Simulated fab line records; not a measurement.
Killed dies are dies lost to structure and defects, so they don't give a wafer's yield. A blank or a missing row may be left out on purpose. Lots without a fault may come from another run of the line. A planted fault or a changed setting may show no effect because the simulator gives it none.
Matching of chambers -- flow n5 finfet -- ald sin-02 running N5_SD_EPI_N_LINER_46: 4 sister chambers
The step material SiNx, target thk 3 nm. 14 wafers are shown with their chamber, then 7 later ones without.

WAFERS WITH THEIR CHAMBER
wafer,chamber,heater power w (W)
L074.1,0,964
L074.3,2,724
L074.4,3,994
L075.1,0,955
L075.4,1,914
L075.6,3,977
L077.3,0,975
L077.5,3,990
L077.6,0,961
L079.2,2,748
L079.4,1,927
L079.5,3,966
L086.3,1,910
L086.4,0,981

SIGNATURES, as means of the wafers listed above
reading,chamber 0,chamber 1,chamber 2,chamber 3,scatter within a chamber
heater power w,967.20,917.00,736.00,981.75,11.8
Rule: for each reading, subtract the chamber's mean from the wafer's reading, divide by that reading's scatter and square the result; add these up over the readings and take the root, which gives the wafer's distance from the chamber. If the next closest chamber is less than 2 further off than the closest, the wafer can't be placed; otherwise it belongs to the closest. The scatter is the square root of a quotient: the sum, over the shown wafers, of each reading's squared deviation from its chamber's mean, divided by wafers minus chambers.

WAFERS MISSING THEIR CHAMBER
wafer,heater power w (W)
L086.6,909
L089.1,912
L089.3,981
L089.6,962
L093.2,908
L093.5,716
L093.6,907

THE CHAMBER EACH PASSED THROUGH
wafer,from the rows above,in truth
L086.6,1,1
L089.1,1,1
L089.3,can't be placed: 3 or 0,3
L089.6,can't be placed: 0 or 3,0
L093.2,1,1
L093.5,2,2
L093.6,1,1
Correctly placed: 5 of 7. These rows do not allow placing 2 (true chamber among the candidates in 2). Number placed wrongly: 0.
